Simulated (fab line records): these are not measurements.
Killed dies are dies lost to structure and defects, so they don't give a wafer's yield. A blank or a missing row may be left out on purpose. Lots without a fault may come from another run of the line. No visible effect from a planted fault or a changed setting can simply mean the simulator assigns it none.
Split-lot study -- flow n5Finfet -- 7 lots, 39 wafers read, on a route of 1938 steps

## SPLIT DETAILS
At N5_BEOL_M13_TRENCH_ETCH_34 (etches SiOC in C4F8/O2/Ar, target depth 413.47 nm, time 162.6 s), the setting timeS was moved away from the recipe's 162.6 s on 15 of the 39 wafers read, by -46.3% to +39.3%. For the rest of the wafers, this setting stayed at what the recipe calls for.

## FROM THE SPLIT TO THE READING: what the file shows between them, 10 steps
- N5_BEOL_M13_STRIP_70: strips in C4F8/O2/Ar
- N5_BEOL_M13_OCD_MEAS_35
- N5_BEOL_M13_STRIP_37: strips in N2/H2
- N5_BEOL_M13_ETCH_38: etches SiCN in CF4/N2, target depth 67.5 nm, time 71.9 s
- N5_BEOL_M13_ECD_47: material Cu, target thk 936 nm
- N5_BEOL_M13_ANNEAL_48: time 90 s
- N5_BEOL_M13_CMP_49: polishes, stops on SiOC, t overpolish 17.1 s, target thk 420 nm
- N5_BEOL_M13_THK_MEAS_50: measures by xrf
- N5_BEOL_M13_PRE_CLEAN_52: time 15 s
- N5_BEOL_M13_DEP_53: deposits SiCN from 3MS/NH3, target thk 50 nm, time 17.8 s

## THE READING
At N5_BEOL_M13_RS_MEAS_54, a four-point-probe measurement gives M13_RS in ohm/sq. A value of 0.0450 ohm/sq with a standard deviation of 0.0006 ohm/sq is what fault-free wafers of this fab line usually give.

wafer,"tool, chamber at the split","timeS as run, s",against the recipe,"M13_RS, ohm/sq",against lot-mates on the recipe
L077.1,"rieDiel-05, 2",162.6,recipe,0.0440,-
L077.2,"rieDiel-05, 3",123.7,-23.9%,0.0609,+0.0161
L077.3,"rieDiel-05, 0",162.6,recipe,0.0455,-
L077.4,"rieDiel-05, 1",162.6,recipe,0.0449,-
L077.5,"rieDiel-05, 0",123.7,-23.9%,0.0598,+0.0150
L077.6,"rieDiel-05, 3",123.7,-23.9%,0.0610,+0.0162
L079.1,"rieDiel-04, 0",162.6,recipe,0.0453,-
L079.2,"rieDiel-04, 2",162.6,recipe,0.0447,-
L079.3,"rieDiel-04, 3",162.6,recipe,0.0451,-
L079.4,"rieDiel-04, 1",118.5,-27.1%,0.0620,+0.0170
L079.5,"rieDiel-04, 1",118.5,-27.1%,0.0625,+0.0175
L079.6,"rieDiel-04, 2",118.5,-27.1%,0.0624,+0.0174
L082.1,"rieDiel-04, 0",111.9,-31.2%,0.0666,+0.0218
L082.2,"rieDiel-04, 3",162.6,recipe,0.0446,-
L082.3,"rieDiel-04, 2",111.9,-31.2%,0.0658,+0.0210
L082.4,"rieDiel-04, 1",111.9,-31.2%,0.0664,+0.0216
L082.5,"rieDiel-04, 3",162.6,recipe,0.0445,-
L082.6,"rieDiel-04, 2",162.6,recipe,0.0453,-
L090.1,"rieDiel-02, 0",162.6,recipe,0.0436,-
L090.2,"rieDiel-02, 2",162.6,recipe,0.0456,-
L090.3,"rieDiel-02, 1",162.6,recipe,0.0448,-
L090.4,"rieDiel-02, 3",162.6,recipe,0.0451,-
L090.5,"rieDiel-02, 2",162.6,recipe,0.0454,-
L090.6,"rieDiel-02, 3",162.6,recipe,0.0456,-
L089.1,"rieDiel-02, 2",87.34,-46.3%,0.0865,+0.0409
L089.2,"rieDiel-02, 1",87.34,-46.3%,0.0841,+0.0385
L089.3,"rieDiel-02, 0",87.34,-46.3%,0.0834,+0.0378
L089.4,"rieDiel-02, 3",162.6,recipe,0.0462,-
L089.5,"rieDiel-02, 1",162.6,recipe,0.0448,-
L089.6,"rieDiel-02, 2",162.6,recipe,0.0457,-
L091.1,"rieDiel-05, 2",226.5,+39.3%,0.0320,-0.0122
L091.2,"rieDiel-05, 1",226.5,+39.3%,0.0317,-0.0125
L091.3,"rieDiel-05, 0",162.6,recipe,0.0442,-
L091.4,"rieDiel-05, 0",162.6,recipe,0.0440,-
L091.5,"rieDiel-05, 2",162.6,recipe,0.0445,-
L091.6,"rieDiel-05, 1",226.5,+39.3%,0.0321,-0.0121
L093.3,"rieDiel-04, 2",162.6,recipe,0.0455,-
L093.4,"rieDiel-04, 0",162.6,recipe,0.0456,-
L093.6,"rieDiel-04, 1",162.6,recipe,0.0458,-

THE FIT
A straight line over all 39 wafers: M13_RS changes by -0.000616 ohm/sq for each +1% of timeS; r = -0.95; the points scatter about the line by 0.0041 ohm/sq.
The same after taking each lot's own level away (the mean of its wafers on the recipe; 39 wafers): -0.000607 ohm/sq for each +1%; r = -0.95; scatter 0.0041 ohm/sq.
Per that fit: largest timeS move, reading shift of 0.028 ohm/sq.
Across the lots, their own levels run from 0.04423 to 0.04563 ohm/sq, a range of 2.3 times the standard deviation given above.
Hence the lot-to-lot level has little effect on the slope; both slopes agree.
Check: for one of the wafers moved furthest among these (-46.3%), held out of the fit, the line's prediction against its lot-mates is +0.0287 ohm/sq. Against them it came out at +0.0409 ohm/sq.

## THE WHOLE CHAIN: every reading that the file lists as answering this split, in the file's order
step,what it does,reading,change (the file's fit),r (the file's)
N5_BEOL_M13_TRENCH_ETCH_34,"etches SiOC in C4F8/O2/Ar, target depth 413.47 nm, time 162.6 s","etch.depthNm (the simulator's own value, which no gauge read)",+4.1 nm for each +1% of the setting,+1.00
N5_BEOL_M13_OCD_MEAS_35,,trenchDepthNm,+4.09 nm for each +1% of the setting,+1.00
N5_BEOL_M13_CMP_49,"polishes, stops on SiOC, t overpolish 17.1 s, target thk 420 nm","Cu_of_BEOL_M13_ECD_47.thkNm (the simulator's own value, which no gauge read)",+4.1 nm for each +1% of the setting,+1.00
N5_BEOL_M13_THK_MEAS_50,measures by xrf,M13_THK,+4.19 for each +1% of the setting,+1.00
N5_BEOL_M13_RS_MEAS_54,measures by four-point-probe,M13_RS,-0.000638 for each +1% of the setting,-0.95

## THE FILE'S OWN FIT
M13_RS changes by -0.000638 ohm/sq for each +1% of timeS, r = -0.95.
